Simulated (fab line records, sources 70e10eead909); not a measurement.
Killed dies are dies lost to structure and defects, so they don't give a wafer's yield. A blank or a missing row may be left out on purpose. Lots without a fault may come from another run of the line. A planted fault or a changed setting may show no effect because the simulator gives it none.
fab line records | flow nand_harc
record lots=6 wafers=14 last_day=33
route steps=1302 shown A_CHANNEL_HOLE_D2@609 A_CHANNEL_FILL_D2@610 END@1302
lots that met no fault: from a run of the same line without faults
start_h: hours from the record's first day to the start of the lot's first wafer shown | wait_h: hours since the lot's step before | " the same as in the row above | L1.1+2: a row that stands for several wafers | - no value, or no start given | * or withheld: withheld | < > ~ a bound
route shown NAME@n: a module of which the file shows steps, and the number in the route of the first | usual: mean/standard deviation of fault-free wafers | same: alike in all rows | chamber/n: place in a boat | sites: the reading at each site | _std_site: their standard deviation | _edge_site: outer sites' mean less inner sites' | radius_mm: how far each site lies from the wafer's centre | mask NAME#n: copy n | behind: the tool/chamber that last shaped the wafer | hold: why the lot was held/for how many hours/how that ended | device: the transistor (n, p or np) that didn't switch | end of line: the same wafers' tests at the end of the route | a step without rows: its recipe alone | killed: dies lost to structure and defects at the first sort, not the wafer's yield | map: a wafer's dies, x killed, . not, _ none there
set.NAME: the setting as run; set.NAME@STEP: as run at that earlier step | model.NAME: the simulator's own value behind a step, which no gauge read
lots at some steps of the route; a table a step, a row a wafer
services: from which hour (start_h, from the record's first day; less than 0 if before it) a tool's chamber was out of use, for how many hours, and why
## steps
# step NHARC_A_CHANNEL_HOLE_D2_INSPECT_40
# usual raw_defect_count=271/82
# columns lot.wafer tool chamber start_h wait_h raw_defect_count
L220.1 defect_inspect-02 - 310.23 - 308
L220.4 " - " " 267
L220.6 " - " " 208
L230.4 defect_inspect-02 - 416.82 - 399
L225.4 defect_inspect-02 - 434.12 - 356
L236.2 defect_inspect-01 - 461.66 - 402
L236.4 " - " " 258
L236.6 " - " " 248
L240.4 defect_inspect-02 - 493.10 - 169
L240.5 " - " " 151
L240.6 " - " " 272
L241.2 defect_inspect-02 - 521.52 - 178
L241.4 " - " " 173
L241.6 " - " " 207
# step NHARC_A_CHANNEL_FILL_D2_PRECLEAN_00
# recipe time_s=* temp_c=50 bath_age_min=0 chemistry=SC1
# step NHARC_A_CHANNEL_FILL_D2_SRD_01
# step NHARC_A_CHANNEL_FILL_D2_ALD_02
# recipe target_thk_a=60 pulse_time_s=10 ald_cycles=60 temp_c=300 material=SiO2
# step NHARC_A_CHANNEL_FILL_D2_ALD_03
# recipe target_thk_a=60 pulse_time_s=60 ald_cycles=58 temp_c=630 pressure_torr=2 material=SiNx
# step NHARC_A_CHANNEL_FILL_D2_ALD_14
# recipe target_thk_a=25 pulse_time_s=10 ald_cycles=25 temp_c=300 material=SiO2
# step NHARC_A_CHANNEL_FILL_D2_ALD_15
# recipe target_thk_a=20 pulse_time_s=60 ald_cycles=19 temp_c=630 pressure_torr=2 material=SiNx
# usual precursor_pulse_height_rel=0.998/0.019
# columns lot.wafer tool chamber start_h wait_h precursor_pulse_height_rel
L220.1 ald_sin_batch-01 0 - - 0.991
L220.4 " 0 " " 1.000
L220.6 " 0 " " 1.015
L230.4 ald_sin_batch-02 0 - - 0.974
L225.4 ald_sin_batch-01 0 - - 0.980
L236.2 ald_sin_batch-02 0 - - 0.976
L236.4 " 0 " " 0.998
L236.6 " 0 " " 1.031
L240.4 ald_sin_batch-02 0 - - 0.996
L240.5 " 0 " " 1.021
L240.6 " 0 " " 1.007
L241.2 ald_sin_batch-02 0 - - 1.016
L241.4 " 0 " " 1.016
L241.6 " 0 " " 1.008
# step NHARC_A_CHANNEL_FILL_D2_ALD_16
# recipe target_thk_a=15 pulse_time_s=10 ald_cycles=15 temp_c=300 material=SiO2
# usual heater_power_w=463/40 precursor_pulse_height_rel=0.999/0.019
# columns lot.wafer tool chamber start_h wait_h heater_power_w precursor_pulse_height_rel
L220.1 ald_hk-01 2 322.70 0.1 448 1.027
L220.4 " 3 " " 489 0.990
L220.6 " 1 " " 495 1.021
L230.4 ald_hk-04 2 429.47 0.1 454 0.999
L225.4 ald_hk-04 0 447.84 0.2 523 1.001
L236.4 ald_hk-01 3 475.57 2.1 483 1.036
L236.2 " 0 " " 448 0.972
L236.6 " 0 " " 440 0.992
L240.4 ald_hk-01 1 505.51 0.0 452 1.022
L240.5 " 1 " " 460 1.013
L240.6 " 2 " " 435 0.970
L241.4 ald_hk-01 0 536.17 1.2 434 1.000
L241.2 " 1 " " 462 0.986
L241.6 " 3 " " 525 1.018
# step NHARC_A_CHANNEL_FILL_D2_ANNEAL_17
# recipe temp_c=850 time_s=1800
# step NHARC_A_CHANNEL_FILL_D2_CVD_18
# recipe target_thk_a=30 temp_c=550 material=poly-Si
# step NHARC_A_CHANNEL_FILL_D2_ETCHBACK_19
# recipe target_depth_a=50 time_s=1.7 hbr_flow_sccm=150 cl2_flow_sccm=50 rf_w=400 icp_w=400 bias_w=100 chemistry=HBr/Cl2
# step NHARC_A_CHANNEL_FILL_D2_ETCHBACK_20
# recipe target_depth_a=270 time_s=13.5 c4f8_flow_sccm=withheld o2_flow_sccm=8 ar_flow_sccm=withheld rf_w=600 bias_w=1500 chemistry=C4F8/O2/Ar
# usual oes_product_au=0.98/0.032 rf_vpp_V=978/5.8
# columns lot.wafer tool chamber start_h wait_h oes_product_au rf_hours_counter_h rf_vpp_V
L220.4 rie_diel-07 3 334.18 - 0.92 1 981
L220.1 " 0 " " 0.91 1 972
L220.6 " 0 " " 0.92 - 971
L230.4 rie_diel-07 1 441.05 - 1.01 4 972
L225.4 rie_diel-07 1 459.73 - 0.99 5 972
L236.2 rie_diel-04 0 487.65 - 0.93 21 984
L236.4 " 1 " " 0.91 21 982
L236.6 " 0 " " 0.92 - 986
L240.4 rie_diel-13 2 516.97 - 1.01 4 975
L240.5 " 3 " " 0.97 - 972
L240.6 " 0 " " 1.01 - 972
L241.4 rie_diel-13 2 547.87 - 0.99 1 975
L241.2 " 0 " " 0.99 1 972
L241.6 " 2 " " 1.00 - 975
# step NHARC_A_CHANNEL_FILL_D2_STRIP_28
# recipe time_s=20 o2_flow_sccm=500 ar_flow_sccm=0 bias_w=0 chemistry=O2
# usual drypump_motor_current_A=5.7/0.33 oes_product_au=1.000/0.012 rf_vpp_V=57.7/0.87 showerhead_plenum_p_Torr=3.52/0.14 throttle_valve_pct=17.036/0.0095
# columns lot.wafer tool chamber start_h wait_h drypump_motor_current_A oes_product_au rf_hours_counter_h rf_vpp_V showerhead_plenum_p_Torr throttle_valve_pct
L220.4 rie_diel-07 1 334.28 0.1 5.5 1.009 1 56.9 3.36 17.035
L220.1 " 3 " " 5.7 0.975 1 57.6 3.60 17.029
L220.6 " 1 " " 5.5 1.010 - 57.4 3.36 17.032
L230.4 rie_diel-07 2 441.15 0.1 5.2 1.012 4 59.6 3.76 17.043
L225.4 rie_diel-07 2 459.86 0.1 5.2 1.008 4 59.3 3.76 17.043
L236.2 rie_diel-04 1 487.74 0.1 5.7 0.995 21 58.0 3.60 17.033
L236.4 " 3 " " 6.2 1.008 22 57.6 3.59 17.029
L236.6 " 1 " " 5.6 0.982 - 57.2 3.60 17.013
L240.4 rie_diel-13 0 517.03 0.1 5.9 1.015 5 56.7 3.37 17.036
L240.6 " 0 " " 5.9 1.007 - 57.0 3.37 17.045
L240.5 " 1 " " 5.6 1.001 - 59.3 3.68 17.033
L241.4 rie_diel-13 0 547.96 0.1 5.9 0.995 1 58.0 3.36 17.041
L241.2 " 1 " " 5.7 1.007 0 57.7 3.68 17.031
L241.6 " 2 " " 6.1 1.008 - 58.0 3.46 17.048
# step NHARC_A_CHANNEL_FILL_D2_PRECLEAN_21
# recipe time_s=30 chemistry=dHF
# step NHARC_A_CHANNEL_FILL_D2_SRD_23
# step NHARC_A_CHANNEL_FILL_D2_CVD_05
# recipe target_thk_a=50 temp_c=550 material=poly-Si
# step NHARC_A_CHANNEL_FILL_D2_ANNEAL_22
# recipe temp_c=620 time_s=7200
# step NHARC_A_CHANNEL_FILL_D2_ALD_25
# recipe target_thk_a=600 pulse_time_s=10 ald_cycles=600 temp_c=300 material=SiOx
# step NHARC_A_CHANNEL_FILL_D2_ETCHBACK_08
# recipe target_depth_a=2200 time_s=110 c4f8_flow_sccm=20 ar_flow_sccm=withheld rf_w=600 bias_w=300 chemistry=C4F8
# step NHARC_A_CHANNEL_FILL_D2_STRIP_29
# recipe time_s=20 o2_flow_sccm=500 ar_flow_sccm=0 bias_w=0 chemistry=O2
# usual drypump_motor_current_A=5.6/0.3 oes_product_au=0.998/0.012 rf_vpp_V=57.8/0.87 showerhead_plenum_p_Torr=3.52/0.15 throttle_valve_pct=17.036/0.0087
# columns lot.wafer tool chamber start_h wait_h drypump_motor_current_A oes_product_au rf_hours_counter_h rf_vpp_V showerhead_plenum_p_Torr throttle_valve_pct
L220.4 rie_diel-07 0 - - 5.5 0.992 2 57.7 3.39 17.036
L220.1 " 1 " " 5.5 1.009 2 57.3 3.36 17.039
L220.6 " 1 " " 5.5 1.003 - 57.6 3.36 17.041
L230.4 rie_diel-04 0 - - 6.4 1.003 18 59.1 3.72 17.049
L225.4 rie_diel-13 3 - - 5.4 0.981 4 56.9 3.42 17.037
L236.4 rie_diel-07 0 - - 5.5 1.004 1 58.0 3.38 17.031
L236.2 " 2 " " 5.3 0.988 1 60.2 3.76 17.023
L236.6 " 0 " " 5.5 0.998 - 59.6 3.38 17.033
L240.4 rie_diel-07 0 - - 5.5 0.999 2 56.9 3.38 17.036
L240.5 " 1 " " 5.5 1.008 - 56.4 3.36 17.035
L240.6 " 2 " " 5.2 0.981 - 57.9 3.76 17.039
L241.4 rie_diel-04 1 - - 5.7 0.999 1 58.2 3.59 17.033
L241.2 " 3 " " 6.2 0.988 1 58.5 3.59 17.033
L241.6 " 1 " " 5.7 0.994 - 59.7 3.59 17.029
# step NHARC_A_CHANNEL_FILL_D2_PRECLEAN_30
# recipe time_s=30 chemistry=dHF
# step NHARC_A_CHANNEL_FILL_D2_SRD_31
# step NHARC_A_CHANNEL_FILL_D2_CVD_09
# recipe target_thk_a=1500 temp_c=620 pressure_mtorr=200 time_s=3000 material=poly-Si
# step NHARC_A_CHANNEL_FILL_D2_CMP_10
# recipe target_thk_nm=150
# usual motor_current_A=11.9/1.4 time_to_endpoint_s=15.1/2.2
# columns lot.wafer tool chamber start_h wait_h motor_current_A time_to_endpoint_s
L220.1 cmp-01 3 360.23 0.4 13.9 17.8
L220.4 " 2 " " 15.0 17.3
L220.6 " 3 " " 14.6 13.6
L230.4 cmp-03 3 467.57 0.4 9.3 12.4
L225.4 cmp-03 0 483.14 0.4 11.5 15.8
L236.4 cmp-04 1 510.41 0.4 10.9 13.2
L236.2 " 3 " " 13.6 14.1
L236.6 " 1 " " 10.8 16.9
L240.4 cmp-04 1 540.28 0.4 11.3 12.2
L240.6 " 0 " " 10.9 13.9
L240.5 " 1 " " 11.4 15.0
L241.2 cmp-03 0 573.98 0.4 11.6 16.6
L241.4 " 2 " " 12.5 20.8
L241.6 " 1 " " 13.4 21.2
# step NHARC_A_CHANNEL_FILL_D2_SRD_12
# step NHARC_A_CHANNEL_FILL_D2_RTA_24
# recipe temp_c=1000 time_s=5
# step NHARC_END_SORT_01
# recipe temp_c=25
# usual killed_at_array=54/18 killed_at_other=0.9/1.2 killed_at_periphery=4.4/2.9 killed_dies=59/18 killed_open=3.2/1.8 killed_short=2.6/1.8
# same gross_dies=677
# columns lot.wafer tool chamber start_h wait_h killed_at_array killed_at_other killed_at_periphery killed_dies killed_open killed_short
L220.1 prober-01 0 581.64 2.5 26 0 2 28 5 2
L220.4 prober-01 0 584.08 3.5 18 2 3 23 3 0
L220.6 prober-01 0 585.71 4.1 28 0 3 31 2 1
L230.4 prober-01 0 710.20 3.4 158 0 7 165 4 3
L225.4 prober-02 0 744.65 3.4 139 1 2 142 3 2
# killed by level:class
L220.1 A_SGD_CUT:chamber_film_flake=6 A_CONTACT:chamber_film_flake=6 A_STAIRCASE:chamber_film_flake=3 A_CHANNEL_HOLE_D2:chamber_film_flake=2 P_M2:geometric_particle:open=1 A_CHANNEL_HOLE_D1:geometric_particle:open=1 A_WL_FILL:geometric_particle:short=1 A_CHANNEL_HOLE_D2:geometric_particle:open=1
L220.4 A_CHANNEL_HOLE_D2:chamber_film_flake=4 A_SGD_CUT:chamber_film_flake=4 A_STAIRCASE:chamber_film_flake=3 A_CONTACT:chamber_film_flake=3 P_M1:geometric_particle:open=2 STARTING-WAFER:geometric_particle:open=1 P_STI:chamber_film_flake=1 A_ZERO_WELL:chamber_film_flake=1
L220.6 A_SGD_CUT:chamber_film_flake=12 A_CONTACT:chamber_film_flake=4 A_CHANNEL_HOLE_D2:chamber_film_flake=3 A_WL_FILL:chamber_film_flake=3 P_M1:chamber_film_flake=2 P_CONTACT:geometric_particle:open=1 A_ONON_D2:geometric_particle:short=1 A_CHANNEL_HOLE_D2:geometric_particle:open=1
L230.4 A_CHANNEL_FILL_D2:unspecified=89 A_CHANNEL_HOLE_D1:chamber_film_flake=28 A_CHANNEL_HOLE_D2:chamber_film_flake=24 A_CONTACT:chamber_film_flake=7 P_STI:chamber_film_flake=4 A_CHANNEL_HOLE_D2:geometric_particle:open=2 P_M0:geometric_particle:short=1 A_ONON_D1:geometric_particle:open=1
L225.4 A_CHANNEL_FILL_D2:unspecified=88 A_SLIT:chamber_film_flake=35 A_CHANNEL_HOLE_D1:chamber_film_flake=5 A_STAIRCASE:chamber_film_flake=4 A_CONTACT:geometric_particle:open=2 A_CONTACT:chamber_film_flake=2 P_CONTACT:geometric_particle:short=1 P_CONTACT:geometric_particle:open=1
# map L225.4 (x killed, . not)
____________.____________
_________...x.xx_________
_______.....x.xxxx_______
______......xxxxxxx______
_____.....x.xxxxxxx._____
____........xxxxxxxx.____
____.......xxxxxxxxxx____
___.......xxxxxxxxxxx.___
___........xxxxxxxxx..___
__........x.xxxxxxxx...__
__....x.....xxxxxxxxx..__
_.x.x.........xxxxx....._
_......xx.......xxxx...._
_..xx.x.xx.....xx.x....._
_...xxx.xxx.....x......._
_..x.xxxx..............._
......xxx..x.......x.....
...xxxxxx................
....xxxx.................
.........x...............
....x....................
_....x.x...x............_
_........x.............._
_......................._
_......x................_
_......................._
__...x.................__
__...................x.__
___................x..___
___................x..___
____.................____
____........x........____
_____..............._____
______........x....______
_______..x........_______
_________......._________
____________.____________
# map L230.4 (x killed, . not)
____________.____________
_________..x.xxx_________
_______....x.xxxxx_______
______x.....xxxxxxx______
_____.......xxxxxxxx_____
____.......xxxxxxxxxx____
____........xxxxxxxx.____
___.x......xxxxxxxxx..___
___.x......xxxxxxxxxx.___
__..........xxxxxxxxx..__
__..........xxxxxxx....__
_.......x....xx.xxx....._
_.....x.x.....xxxx....xx_
_..x.xxxx......x.x...xx._
_....x.x.....x.........._
_.....xxxx........xx.x.._
......xx.............xx.x
.....x..............xxx..
.......xx......x.....x.xx
.....x.x.....x.....xxxxx.
...................x.xxx.
_....x..xx...........x.x_
_.........x...x.....x.x._
_........x.............._
_......................._
_..........x.....x......_
__.....x...............__
__.....................__
___..................x___
___.....xx............___
____........x........____
____.....x..x........____
_____x.............._____
______.x...x.......______
_______.....x....._______
_________......._________
____________x____________
## services
# columns tool chamber start_h hours kind
ald_hk-01 - 297.85 10.0 pm
cmp-03 - 305.00 3.5 repair
cmp-04 - 309.31 4.0 pm
rie_diel-13 0 313.48 3.5 repair
rie_diel-04 2 337.58 9.7 repair
rie_diel-13 - 342.00 9.0 pm
rie_diel-04 - 354.94 9.0 pm
rie_diel-13 - 359.00 2.6 repair
cmp-03 - 359.71 1.4 repair
rie_diel-07 - 363.56 1.1 repair
rie_diel-07 3 388.84 15.4 repair
cmp-04 - 407.31 4.0 pm
cmp-04 - 415.90 1.6 repair
cmp-04 - 441.72 0.9 repair
rie_diel-04 2 451.21 9.3 repair
rie_diel-13 3 456.75 6.3 repair
rie_diel-07 - 471.20 9.0 pm
rie_diel-13 - 489.55 0.5 repair
cmp-04 - 505.31 4.0 pm
rie_diel-04 2 506.30 5.7 repair
rie_diel-13 - 519.00 9.0 pm
rie_diel-04 - 532.13 9.0 pm
rie_diel-07 0 557.99 7.8 repair
ald_sin_batch-02 - 572.89 9.5 repair
## key
first_sign step=NHARC_END_SORT_01 reading=killed_at_array direction=up sigmas=5.2 usual=54 struck=148
effect step=NHARC_END_SORT_01 reading=killed_dies direction=up sigmas=5.1 usual=59 struck=154
more_kills_born_at NHARC_A_CHANNEL_FILL_D2_STRIP_28@rie_diel-07=177
met_at NHARC_A_CHANNEL_FILL_D2_STRIP_28
struck_wafers L225.4,L230.4
tester_left_out L225,L230
also_fits NHARC_A_CHANNEL_FILL_D2_ALD_16:ald_hk-04,NHARC_A_CHANNEL_FILL_D2_ETCHBACK_20:rie_diel-07
fault kind=chamber_particle_source tool=rie_diel-07 chamber=2 onset_h=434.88 steps=NHARC_A_CHANNEL_FILL_D2_STRIP_28 rate_per_visit_cm2=1.6723 end_h=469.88
# tester_left_out: of these lots the tester's yield and bins aren't shown, on N5 and GAA mostly nor the transistor test; their killed dies are dies lost to structure and defects alone, not to doping, threshold or leakage, so they don't give the yield
